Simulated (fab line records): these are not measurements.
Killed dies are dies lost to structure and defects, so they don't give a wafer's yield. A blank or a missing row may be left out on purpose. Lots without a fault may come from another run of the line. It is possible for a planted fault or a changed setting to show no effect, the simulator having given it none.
Chamber matching + flow n5Finfet + N5_BEOL_M0_CUTY_DESCUM_61 on rieDiel-04 has 4 sister chambers
The step chemistry O2, time 7.9 s. 8 wafers are shown with their chamber, then 7 later ones without.

## WAFERS PAIRED WITH THEIR CHAMBERS
| wafer  | chamber | throttleValvePct (%) | drypumpMotorCurrentA (A) |
|--------|---------|----------------------|--------------------------|
| L077.4 | 3       | 20.40                | 5.5                      |
| L077.6 | 3       | 20.40                | 5.5                      |
| L091.6 | 2       | 20.10                | 5.1                      |
| L092.1 | 0       | 19.95                | 6.2                      |
| L092.4 | 1       | 20.59                | 5.4                      |
| L092.6 | 0       | 19.95                | 6.3                      |
| L093.3 | 2       | 20.10                | 5.1                      |
| L093.4 | 1       | 20.63                | 5.5                      |

## WAFERS WITH NO CHAMBER GIVEN
| wafer  | throttleValvePct (%) | drypumpMotorCurrentA (A) |
|--------|----------------------|--------------------------|
| L093.6 | 20.45                | 5.5                      |
| L095.1 | 20.10                | 5.1                      |
| L095.2 | 20.62                | 5.5                      |
| L095.4 | 20.46                | 5.5                      |
| L096.2 | 19.96                | 6.3                      |
| L096.4 | 20.10                | 5.1                      |
| L096.5 | 19.96                | 6.3                      |

## CHAMBER TAKEN BY EACH
| wafer  | from the rows above | in truth |
|--------|---------------------|----------|
| L093.6 | 3                   | 3        |
| L095.1 | 2                   | 2        |
| L095.2 | 1                   | 1        |
| L095.4 | 3                   | 3        |
| L096.2 | 0                   | 0        |
| L096.4 | 2                   | 2        |
| L096.5 | 0                   | 0        |
Correctly placed: 7 of 7. Left unplaced by these rows: 0. 0 placed wrongly.
How it was worked out, from the rows above alone: a wafer's distance from a chamber is the root of the sum, over the readings, of the square of ((its reading less the chamber's mean) divided by the reading's scatter). The wafer belongs to the nearest chamber; if the next one is less than 2 further off, it can't be placed. Each chamber's mean is taken over the wafers shown for it. How the scatter is found: for the shown wafers, subtract from each reading the mean of its chamber, square and add these, divide the total by (wafers less chambers), then take the root.
